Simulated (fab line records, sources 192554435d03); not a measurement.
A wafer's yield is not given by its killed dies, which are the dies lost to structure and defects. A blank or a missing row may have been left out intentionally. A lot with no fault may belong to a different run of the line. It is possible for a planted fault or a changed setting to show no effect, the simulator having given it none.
fab line records / flow n5_finfet
record: lots: 5 wafers: 15 last_day: 17
route steps=1938 shown SDB@374 DUMMY_REMOVAL@377 HKMG_FIN@385 PASSIVATION@1936
lots that met no fault: from a run of the same line without faults
start_h: hours from the record's first day to the start of the lot's first wafer shown / wait_h: how many hours have passed since the lot's step before this one / " the same as in the row above / L1.1+2: a row that stands for several wafers / - either no value or no given start / * or withheld: withheld / < > ~ a bound
route shown NAME@n: NAME is a module with steps in the file, n the number in the route of the first one / usual: mean/standard deviation taken from wafers without a fault / same: alike in all rows / chamber/n: place in a boat / sites: each site's reading / _std_site: standard deviation across them / _edge_site: inner sites' mean taken away from outer sites' mean / radius_mm: for every site, how far away it sits from the centre of the wafer / mask NAME#n: copy n / behind: the tool/chamber that last shaped the wafer / hold: cause of the lot's hold/its duration in hours/its outcome / device: which transistor (n, p or np) failed to switch / end of line: tests run on the same wafers once the route is complete / where a step has no rows: the recipe by itself / killed: dies lost to structure and defects at the first sort, not the wafer's yield / map: a wafer's dies, marking killed ones x, the rest . and places with no die _
set.NAME: the setting the step ran with; set.NAME@STEP: the setting that earlier step ran with / model.NAME: the simulator's own value behind a step, which no gauge read
lots at some steps of the route; a table a step, a row a wafer
services: from which hour (start_h, from the record's first day; less than 0 if before it) a tool's chamber was out of use, for how many hours, and why
== steps ==
step: N5_SDB_CMP_30
recipe: stop_on: poly-Si t_overpolish_s: 1.54 post_cmp_clean: alkaline_brush down_force_psi: 4.1491 platen_rpm: 51.796 pad_velocity_m_s: 1.0306 target_thk_nm: 30
step: N5_DUMMY_REMOVAL_HM_STRIP_01
recipe: chemistry: CH3F/O2 material: SiNx target_depth_a: 40 stop_on: poly-Si time_s: 6.8 over_etch_frac: 0.3 ion_energy_ev: 60 power_w: 410 bias_w: 29 Ar_flow_sccm: 150 CH3F_flow_sccm: 30 O2_flow_sccm: 20
step: N5_DUMMY_REMOVAL_STRIP_10
recipe: chemistry: N2/H2 time_s: 40 power_w: 100 temp_c: 40 pressure_mtorr: 100 rf_frequency_hz: 6e+07 bias_power_w: 3 n2_flow_sccm: 300 h2_flow_sccm: 300
step: N5_DUMMY_REMOVAL_PRECLEAN_07
recipe: chemistry: dHF time_s: 30 temp_c: 25 dilution: withheld
step: N5_DUMMY_REMOVAL_DUMMY_REMOVE_02
recipe: chemistry: TMAH temp_c: 70 target: poly-Si stop_on: SiO2 target_depth_nm: 142 conc_wt_pct: 5 time_s: 57 dry: ipa_marangoni rinse_time_s: 30 rinse_temp_c: 23
step: N5_DUMMY_REMOVAL_PRECLEAN_08
recipe: chemistry: NF3:NH3 afs_cycles: 2 temp_c: 30 time_s: 20 sublimation_temp_c: 180 sublimation_time_s: 60 pressure_torr: 3 rf_power_w: 30
step: N5_DUMMY_REMOVAL_PRECLEAN_04
recipe: chemistry: DHF time_s: 37 temp_c: 25 dilution: 500:1
step: N5_DUMMY_REMOVAL_SRD_05
recipe: dry: ipa_marangoni do_ppb: 5 time_s: 30 temp_c: 23 rinse_liquid: diw
step: N5_HKMG_FIN_IL_REGROW_00
recipe: material: SiO2 target_thk_a: 7.5 chemistry: O3 temp_c: withheld time_s: 30
step: N5_HKMG_FIN_HK_ALD_01
recipe: material: HfO2 target_thk_a: 16 temp_c: withheld ald_precursor_family: HfCl4 ald_co_reactant: H2O pulse_time_s: 3 purge_time_s: 3 co_reactant_purge_time_s: 2.5 co_reactant_pulse_time_s: 0.3 ald_cycles: 30
usual: precursor_pulse_height_rel: 0.999/0.018
same: pulse_time_s: 3
lot.wafer=L528.1 tool=ald_hk-01 chamber=0 start_h=77.78 wait_h=0.0 precursor_pulse_height_rel=0.989
lot.wafer=L528.4 tool=ald_hk-01 chamber=3 start_h=77.78 wait_h=0.0 precursor_pulse_height_rel=0.979
lot.wafer=L528.5 tool=ald_hk-01 chamber=2 start_h=77.78 wait_h=0.0 precursor_pulse_height_rel=1.013
lot.wafer=L538.2 tool=ald_hk-03 chamber=1 start_h=145.49 wait_h=0.0 precursor_pulse_height_rel=1.007
lot.wafer=L538.3 tool=ald_hk-03 chamber=3 start_h=145.49 wait_h=0.0 precursor_pulse_height_rel=0.992
lot.wafer=L538.6 tool=ald_hk-03 chamber=0 start_h=145.49 wait_h=0.0 precursor_pulse_height_rel=1.005
lot.wafer=L547.1 tool=ald_hk-01 chamber=2 start_h=191.71 wait_h=0.0 precursor_pulse_height_rel=0.997
lot.wafer=L547.2 tool=ald_hk-01 chamber=1 start_h=191.71 wait_h=0.0 precursor_pulse_height_rel=1.028
lot.wafer=L547.3 tool=ald_hk-01 chamber=0 start_h=191.71 wait_h=0.0 precursor_pulse_height_rel=0.976
lot.wafer=L548.1 tool=ald_hk-01 chamber=2 start_h=198.57 wait_h=0.0 precursor_pulse_height_rel=0.997
lot.wafer=L548.4 tool=ald_hk-01 chamber=3 start_h=198.57 wait_h=0.0 precursor_pulse_height_rel=1.000
lot.wafer=L548.6 tool=ald_hk-01 chamber=3 start_h=198.57 wait_h=0.0 precursor_pulse_height_rel=1.011
lot.wafer=L549.4 tool=ald_hk-01 chamber=2 start_h=205.31 wait_h=0.0 precursor_pulse_height_rel=0.967
lot.wafer=L549.5 tool=ald_hk-01 chamber=0 start_h=205.31 wait_h=0.0 precursor_pulse_height_rel=0.994
lot.wafer=L549.6 tool=ald_hk-01 chamber=3 start_h=205.31 wait_h=0.0 precursor_pulse_height_rel=0.997
step: N5_HKMG_FIN_HK_ANNEAL_02
recipe: temp_c: 700 time_s: 30 ambient: N2 idle_temp_c: 600 ramp_up_c_per_s: 150 ramp_down_c_per_s: 60 cool_to_c: 600
step: N5_HKMG_FIN_ALD_74
recipe: material: La2O3 target_thk_a: 5 temp_c: 250 ald_precursor_family: La-Cp ald_co_reactant: O3 pulse_time_s: 6 co_reactant_pulse_time_s: 1 purge_time_s: 3 co_reactant_purge_time_s: 3
step: N5_HKMG_FIN_ALD_75
recipe: material: Al2O3 target_thk_a: 10 temp_c: 150 ald_precursor_family: TMA ald_co_reactant: H2O pulse_time_s: withheld co_reactant_pulse_time_s: 1
step: N5_HKMG_FIN_COAT_41
recipe: resist: SOC temp_c: 250 time_s: 60 spin_rpm: 1500 resist_thk_nm: 300
step: N5_HKMG_FIN_COAT_42
recipe: resist: SiARC temp_c: 220 time_s: 60 spin_rpm: 1500 resist_thk_nm: 35
step: N5_HKMG_FIN_COAT_43
recipe: resist: CAR-ArF spin_rpm: 1500 resist_thk_nm: 90
step: N5_HKMG_FIN_EBR_45
recipe: solvent: PGMEA ebr_width_mm: 1.5
step: N5_HKMG_FIN_SOFTBAKE_44
recipe: temp_c: 110 time_s: 60 resist: CAR-ArF
step: N5_HKMG_FIN_EXPOSE_46
recipe: mask_id: NDIPOLE na: 1.35 source_shape: conventional sigma_outer: 0.8 polarization: unpolarized dose_mj: 40
step: N5_HKMG_FIN_PEB_47
recipe: peb_temp_c: withheld peb_time_s: 60 resist: CAR-ArF
step: N5_HKMG_FIN_DEVELOP_48
recipe: develop_time_s: 30 developer: TMAH resist: CAR-ArF rinse_liquid: diw dry: air_spin dev_temp_c: 23
step: N5_HKMG_FIN_INSPECT_61
recipe: mode: adi inspect_instrument: macro
usual: raw_defect_count: 2.0/1.4
lot.wafer=L528.1 tool=defect_inspect-02 chamber=- start_h=78.78 wait_h=0.0 raw_defect_count=2
lot.wafer=L528.4 tool=defect_inspect-02 chamber=- start_h=78.78 wait_h=0.0 raw_defect_count=1
lot.wafer=L528.5 tool=defect_inspect-02 chamber=- start_h=78.78 wait_h=0.0 raw_defect_count=3
lot.wafer=L538.2 tool=defect_inspect-01 chamber=- start_h=146.50 wait_h=0.0 raw_defect_count=3
lot.wafer=L538.3 tool=defect_inspect-01 chamber=- start_h=146.50 wait_h=0.0 raw_defect_count=2
lot.wafer=L538.6 tool=defect_inspect-01 chamber=- start_h=146.50 wait_h=0.0 raw_defect_count=2
lot.wafer=L547.1 tool=defect_inspect-02 chamber=- start_h=192.58 wait_h=0.0 raw_defect_count=>300
lot.wafer=L547.2 tool=defect_inspect-02 chamber=- start_h=192.58 wait_h=0.0 raw_defect_count=>300
lot.wafer=L547.3 tool=defect_inspect-02 chamber=- start_h=192.58 wait_h=0.0 raw_defect_count=>300
lot.wafer=L548.1 tool=defect_inspect-01 chamber=- start_h=199.57 wait_h=0.0 raw_defect_count=>300
lot.wafer=L548.4 tool=defect_inspect-01 chamber=- start_h=199.57 wait_h=0.0 raw_defect_count=>300
lot.wafer=L548.6 tool=defect_inspect-01 chamber=- start_h=199.57 wait_h=0.0 raw_defect_count=>300
lot.wafer=L549.4 tool=defect_inspect-01 chamber=- start_h=206.36 wait_h=0.0 raw_defect_count=>300
lot.wafer=L549.5 tool=defect_inspect-01 chamber=- start_h=206.36 wait_h=0.0 raw_defect_count=>300
lot.wafer=L549.6 tool=defect_inspect-01 chamber=- start_h=206.36 wait_h=0.0 raw_defect_count=>300
step: N5_HKMG_FIN_DESCUM_53
recipe: chemistry: O2 time_s: 7.9 source_power_w: 50 bias_power_w: 20 pressure_mtorr: 20 rf_frequency_hz: 2.712e+07 temp_c: 40 resist: CAR-ArF o2_flow_sccm: 225
step: N5_PASSIVATION_PROBE_49
usual: killed_at_M0_to_M3: 33/9.1 killed_at_M4_up: 14/5.6 killed_at_contacts: 13/5.7 killed_at_front_end: 42/12 killed_at_other: 4/3 killed_dies: 105/16 killed_open: 69/11 killed_short: 34/7.5
same: gross_dies: 1180 killed_at_back_side: 0
lot.wafer=L538.6 tool=prober-01 chamber=- start_h=340.98 wait_h=0.3 killed_at_M0_to_M3=32 killed_at_M4_up=9 killed_at_contacts=5 killed_at_front_end=68 killed_at_other=0 killed_dies=114 killed_open=63 killed_short=47
lot.wafer=L547.1 tool=prober-01 chamber=- start_h=382.54 wait_h=0.0 killed_at_M0_to_M3=28 killed_at_M4_up=20 killed_at_contacts=18 killed_at_front_end=131 killed_at_other=0 killed_dies=197 killed_open=64 killed_short=26
lot.wafer=L547.2 tool=prober-01 chamber=- start_h=382.59 wait_h=0.1 killed_at_M0_to_M3=25 killed_at_M4_up=15 killed_at_contacts=9 killed_at_front_end=143 killed_at_other=0 killed_dies=192 killed_open=63 killed_short=23
lot.wafer=L547.3 tool=prober-01 chamber=- start_h=382.64 wait_h=0.1 killed_at_M0_to_M3=37 killed_at_M4_up=19 killed_at_contacts=12 killed_at_front_end=135 killed_at_other=0 killed_dies=203 killed_open=73 killed_short=34
lot.wafer=L548.1 tool=prober-02 chamber=- start_h=390.05 wait_h=0.0 killed_at_M0_to_M3=16 killed_at_M4_up=15 killed_at_contacts=5 killed_at_front_end=128 killed_at_other=1 killed_dies=165 killed_open=43 killed_short=17
lot.wafer=L548.4 tool=prober-02 chamber=- start_h=390.20 wait_h=0.2 killed_at_M0_to_M3=33 killed_at_M4_up=15 killed_at_contacts=9 killed_at_front_end=122 killed_at_other=4 killed_dies=183 killed_open=58 killed_short=18
lot.wafer=L548.6 tool=prober-02 chamber=- start_h=390.30 wait_h=0.3 killed_at_M0_to_M3=25 killed_at_M4_up=14 killed_at_contacts=6 killed_at_front_end=155 killed_at_other=6 killed_dies=206 killed_open=64 killed_short=37
lot.wafer=L549.4 tool=prober-02 chamber=- start_h=411.73 wait_h=0.2 killed_at_M0_to_M3=17 killed_at_M4_up=14 killed_at_contacts=8 killed_at_front_end=155 killed_at_other=3 killed_dies=197 killed_open=64 killed_short=25
lot.wafer=L549.5 tool=prober-02 chamber=- start_h=411.78 wait_h=0.2 killed_at_M0_to_M3=35 killed_at_M4_up=13 killed_at_contacts=29 killed_at_front_end=155 killed_at_other=2 killed_dies=234 killed_open=79 killed_short=40
lot.wafer=L549.6 tool=prober-02 chamber=- start_h=411.83 wait_h=0.3 killed_at_M0_to_M3=17 killed_at_M4_up=9 killed_at_contacts=17 killed_at_front_end=171 killed_at_other=8 killed_dies=222 killed_open=72 killed_short=38
killed by level:class
L538.6 FIN_SAQP:geometric_particle:short=17 STI_FIN_REVEAL:geometric_particle:open=17 BEOL_M3:geometric_particle:open=10 FIN_SAQP:geometric_particle:open=9 BEOL_M0_SAQP:geometric_particle:short=8 GATE_CUT:geometric_particle:short=6 STI_FIN_REVEAL:geometric_particle:short=5 MOL_CONTACT_COAG:geometric_particle:open=4
L547.1 HKMG_FIN:unspecified=104 MOL_CONTACT_COAG:geometric_particle:open=18 BEOL_M3:geometric_particle:open=8 BEOL_M4:geometric_particle:open=6 BEOL_M1:geometric_particle:open=5 GATE_CUT:geometric_particle:short=5 FIN_SAQP:geometric_particle:open=4 BEOL_M0_SAQP:geometric_particle:open=4
L547.2 HKMG_FIN:unspecified=102 STI_FIN_REVEAL:geometric_particle:open=13 BEOL_M1:geometric_particle:open=9 MOL_CONTACT_COAG:geometric_particle:open=8 BEOL_M4:geometric_particle:open=8 GATE_CUT:geometric_particle:short=7 BEOL_M2:geometric_particle:open=6 FIN_SAQP:geometric_particle:short=4
L547.3 HKMG_FIN:unspecified=95 GATE_CUT:geometric_particle:short=13 MOL_CONTACT_COAG:geometric_particle:open=9 BEOL_M4:geometric_particle:open=9 BEOL_M0_SAQP:geometric_particle:open=8 BEOL_M2:geometric_particle:open=8 BEOL_M3:geometric_particle:open=7 STI_FIN_REVEAL:geometric_particle:open=6
L548.1 HKMG_FIN:unspecified=105 BEOL_M4:geometric_particle:open=6 STI_FIN_REVEAL:geometric_particle:open=5 BEOL_M3:geometric_particle:open=5 STARTING-WAFER:geometric_particle:open=5 GATE_CUT:geometric_particle:short=4 MOL_CONTACT_COAG:geometric_particle:open=4 BEOL_M0_SAQP:geometric_particle:open=4
L548.4 HKMG_FIN:unspecified=105 BEOL_M1:geometric_particle:open=10 MOL_CONTACT_COAG:geometric_particle:open=7 BEOL_M3:geometric_particle:open=7 BEOL_M2:geometric_particle:open=6 BEOL_M4:geometric_particle:short=5 STI_FIN_REVEAL:geometric_particle:open=4 DUMMY_GATE:geometric_particle:open=3
L548.6 HKMG_FIN:unspecified=104 FIN_SAQP:geometric_particle:open=13 FIN_SAQP:geometric_particle:short=10 STI_FIN_REVEAL:geometric_particle:open=10 BEOL_M0_SAQP:geometric_particle:short=8 BEOL_M3:geometric_particle:open=7 MOL_CONTACT_COAG:geometric_particle:open=6 BEOL_M0_SAQP:geometric_particle:open=5
L549.4 HKMG_FIN:unspecified=106 FIN_SAQP:geometric_particle:open=15 STI_FIN_REVEAL:geometric_particle:open=10 FIN_SAQP:geometric_particle:short=8 BEOL_M4:geometric_particle:open=8 MOL_CONTACT_COAG:geometric_particle:open=6 BEOL_M0_SAQP:geometric_particle:open=4 BEOL_M1:geometric_particle:open=4
L549.5 HKMG_FIN:unspecified=113 MOL_CONTACT_COAG:geometric_particle:open=18 BEOL_M1:geometric_particle:open=14 FIN_SAQP:geometric_particle:short=13 MOL_CONTACT_COAG:geometric_particle:short=10 STI_FIN_REVEAL:geometric_particle:open=10 BEOL_M2:geometric_particle:open=7 FIN_SAQP:geometric_particle:open=5
L549.6 HKMG_FIN:unspecified=110 STI_FIN_REVEAL:geometric_particle:open=16 MOL_CONTACT_COAG:geometric_particle:open=14 FIN_SAQP:geometric_particle:open=11 FIN_SAQP:geometric_particle:short=8 STI_FIN_REVEAL:geometric_particle:short=8 BEOL_M3:geometric_particle:open=6 STARTING-WAFER:geometric_particle:short=4
map L547.3 (x killed, . not)
_________________............________________
______________..............x..._____________
___________..........x......x......__________
__________.........................._________
________x.......................x....._______
_______.........x.......x.........x....______
______.........x.....x.......xx........._____
_____...............x....xx....xx........____
____x.....x.................x......x......___
___.x.........x........x....x....x....x....__
___..................................xx..xx__
__.x.....x.......................x..x......._
__...................x..xx.................._
_.......x.................x...x..............
_.......x.xx.x.x..............x........x.....
_.........x...........x..........x...x.x.....
_..................x......x...x............x.
_..x.xx.....x..............x..x........x.....
_........x................x..........x.....x.
_.......xx..............xx...................
_.....x..........x.x................x..x.....
__....x..........x..x......xx....x.........._
__..x........x..x.......................x..._
___..........xxxxxxxx......x........x......__
___......x....xxxxxxx......................__
____x.x.....xxxxxxxxxxxx.....x...........x___
_____.......xxxxxxxxxxxxx......x..x......____
______.....xxxxxxxxxxxxx....x..x..x....._____
_______...xxxxxxxxxxxxxx.........x.....______
________....xxxxxxxxxx.x......x......._______
__________x..xxxxxxxxx....x......x.._________
___________..xxx.xxx........x......__________
______________..x..x..x........._____________
_________________.xx.........________________
map L548.6 (x killed, . not)
_________________....x...x...________________
______________.................x_____________
___________......x.................__________
__________.x...x.....x...x.........._________
________........x......x.............._______
_______..xx.....x...x..................______
______.........x.x.....x..............x._____
_____.........xxxxxxxx.x..............x..____
____x.....x.xxxxxxxxxxxxx..........x..x...___
___.............xxxxxxxxx...x..x.....x.....__
___.....xx....xxxxxxxxxxxx...x..x..........__
__......x..x.xxxxxxxxxxxx..x.x.............._
__x.........xxxxxxxxxxxxx...x..............._
_............x.xxxxxxxxxx....................
_..x........x.xxxxxxxxxxx..x..x..............
_.x............xxxx.xx.......................
_..............xx.x..xx.........x....x.......
_.........x...x..xx.xx.......x...x...........
_...x...x......x...x..x........x.........x...
_......................x............x....x...
_......x...x....................x..x.........
__.................x.........xx..........x.x_
__...x........x.....x.....x..............x.._
___..............x....x....................__
___....................................x...__
____.............x...x....xx......x..x....___
_____................x..x................____
______.......x.............x............_____
_______.......x.....................xx.______
________............x.........x.x..x.._______
__________.............x....x...xxx._________
___________....x.....x..x........x.__________
______________.............x...._____________
_________________............________________
== services ==
tool=ald_hk-01 chamber=- start_h=90.05 hours=1.8 kind=repair
tool=ald_hk-03 chamber=- start_h=129.57 hours=0.6 kind=repair
== key ==
first_sign: step: N5_HKMG_FIN_INSPECT_61 reading: raw_defect_count direction: up sigmas: 99+ usual: 2.0 struck: >300
effect: step: N5_PASSIVATION_PROBE_49 reading: killed_at_front_end direction: up sigmas: 8.4 usual: 42 struck: 144
more_kills_born_at: N5_HKMG_FIN_HK_ALD_01@ald_hk-01: 944
met_at N5_HKMG_FIN_HK_ALD_01
struck_wafers L547.1,L547.2,L547.3,L548.1,L548.4,L548.6,L549.4,L549.5,L549.6
tester_left_out L547,L548,L549
onset_between 77.78 191.71
also_fits time
fault: kind: chamber_particle_source tool: ald_hk-01 chamber: - onset_h: 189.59 steps: N5_HKMG_FIN_HK_ALD_01 rate_per_visit_cm2: 0.55653 end_h: 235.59
tester_left_out: of these lots the tester's yield and bins aren't shown, on N5 and GAA mostly nor the transistor test; their killed dies are dies lost to structure and defects alone, not to doping, threshold or leakage, so they don't give the yield
